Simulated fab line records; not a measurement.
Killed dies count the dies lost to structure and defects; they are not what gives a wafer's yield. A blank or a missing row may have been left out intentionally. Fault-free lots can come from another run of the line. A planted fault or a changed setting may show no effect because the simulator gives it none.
Check of tool commonality | flow nand harc | 42 wafers sampled across 14 lots

== WHY IT WAS OPENED ==
On 2 of the 14 lots, a flag is raised at NHARC_P_M0_CD_MEAS_09 on the reading cd nm. Wafers without a fault read 89.8 nm, standard deviation 0.56.
Rule: a lot is flagged in two cases, either no wafer of it has a number, or all its wafers with numbers fall more than 4 standard deviations from that mean. As for the other lots, they are considered sound.

lot  | measured     | on        | cd nm (nm), wafer by wafer | flag
L308 | day 5 19:15  | cd sem-02 | 89.8 90.0 89.5             |
L311 | day 6 12:15  | cd sem-02 | 90.1 90.3 90.0             |
L310 | day 6 16:46  | cd sem-02 | 89.7 88.7 89.8             |
L309 | day 6 17:53  | cd sem-03 | 89.9 90.5 89.2             |
L314 | day 7 02:37  | cd sem-02 | 90.3 90.1 90.8             |
L316 | day 7 13:03  | cd sem-03 | 89.3 88.9 88.7             |
L315 | day 7 15:01  | cd sem-03 | 88.8 89.5 89.1             |
L317 | day 8 03:41  | cd sem-03 | 89.6 90.0 89.6             |
L320 | day 9 05:15  | cd sem-02 | 89.1 89.4 89.8             |
L321 | day 9 05:54  | cd sem-03 | 90.7 90.8 91.0             |
L319 | day 9 06:46  | cd sem-01 | 89.6 89.5 89.9             |
L323 | day 9 12:29  | cd sem-02 | 89.5 89.9 90.2             |
L326 | day 10 02:29 | cd sem-02 | 75.2 75.4 76.1             | FLAGGED
L325 | day 10 03:09 | cd sem-01 | 76.3 76.3 75.5             | FLAGGED
The numbers of the flagged lots are 75.8 nm on average: -14.0 nm against the usual, or -25 standard deviations.

== WHICH TOOL RAN EACH LOT ==
The record holds 2 process steps before the reading, out of a route of 1159 steps. Every cell lists first the tool, next ch and the chambers used by the sampled wafers, and last the start.
lot  | flag    | NHARC_P_CONTACT_ETCH_35           | NHARC_P_M0_PEB_07
L308 |         | rie diel-06 ch 2,3, day 5 15:19   | litho track-06 ch 0, day 5 19:10
L311 |         | rie diel-09 ch 1,2,3, day 6 07:11 | litho track-01 ch 0, day 6 12:10
L310 |         | rie diel-06 ch 0,3, day 6 07:30   | litho track-01 ch 0, day 6 16:42
L309 |         | rie diel-09 ch 0,1,2, day 6 12:54 | litho track-04 ch 0, day 6 17:49
L314 |         | rie diel-06 ch 0,2,3, day 6 22:40 | litho track-01 ch 0, day 7 02:32
L316 |         | rie diel-06 ch 0,3, day 7 08:40   | litho track-06 ch 0, day 7 12:58
L315 |         | rie diel-06 ch 0,3, day 7 09:20   | litho track-04 ch 0, day 7 14:57
L317 |         | rie diel-09 ch 0,1,2, day 7 19:26 | litho track-04 ch 0, day 8 03:37
L320 |         | rie diel-06 ch 0,1,2, day 8 22:57 | litho track-01 ch 0, day 9 05:10
L321 |         | rie diel-06 ch 0,1, day 9 00:19   | litho track-04 ch 0, day 9 05:49
L319 |         | rie diel-09 ch 0,2,3, day 9 02:07 | litho track-04 ch 0, day 9 06:42
L323 |         | rie diel-06 ch 0,3, day 9 06:54   | litho track-01 ch 0, day 9 12:25
L326 | FLAGGED | rie diel-01 ch 0,2, day 9 19:50   | litho track-01 ch 0, day 10 02:24
L325 | FLAGGED | rie diel-06 ch 1,3, day 9 20:23   | litho track-01 ch 0, day 10 03:04
These steps, and what they do:
- NHARC_P_CONTACT_ETCH_35: etches the open film in CF4, target depth 39 nm, time 65 s.
- NHARC_P_M0_PEB_07: peb time 65 s.
- NHARC_P_M0_CD_MEAS_09: target cd 90 nm.

== FLAGGED AGAINST TOTAL, ONE TOOL AT A TIME (gauges that did the reading follow at the end) ==
step                    | tool           | lots run | flagged | share of the flagged lots | sound lots run after its first flagged lot
NHARC_P_CONTACT_ETCH_35 | rie diel-01    | 1        | 1       | some                      | 0
NHARC_P_CONTACT_ETCH_35 | rie diel-06    | 9        | 1       | some                      | 0
NHARC_P_CONTACT_ETCH_35 | rie diel-09    | 4        | 0       | none                      | -
NHARC_P_M0_PEB_07       | litho track-01 | 7        | 2       | all                       | 0
NHARC_P_M0_PEB_07       | litho track-04 | 5        | 0       | none                      | -
NHARC_P_M0_PEB_07       | litho track-06 | 2        | 0       | none                      | -
NHARC_P_M0_CD_MEAS_09   | cd sem-01      | 2        | 1       | some                      | 0
NHARC_P_M0_CD_MEAS_09   | cd sem-02      | 7        | 1       | some                      | 0
NHARC_P_M0_CD_MEAS_09   | cd sem-03      | 5        | 0       | none                      | -

== WHAT THE TABLE PERMITS ==
Rows of the table that ran each flagged lot: 1, that is litho track-01 at NHARC_P_M0_PEB_07.
- litho track-01 at NHARC_P_M0_PEB_07: 2 of its 7 lots flagged. Last sound lot L323 at day 9 12:25, first flagged lot L326 at day 10 02:24; a fault beginning in between fits. Its own readings lie more than 4 standard deviations out on every wafer of the flagged lots: heater power total W, plate temp C.
Just one tool remains: litho track-01 at NHARC_P_M0_PEB_07.

== WHAT WAS PUT IN BY THE SIMULATOR ==
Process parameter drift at NHARC_P_M0_PEB_07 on litho track-01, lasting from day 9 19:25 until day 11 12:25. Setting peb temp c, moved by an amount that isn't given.
Lots struck among those shown: L326, L325. The same result came from the rule above.
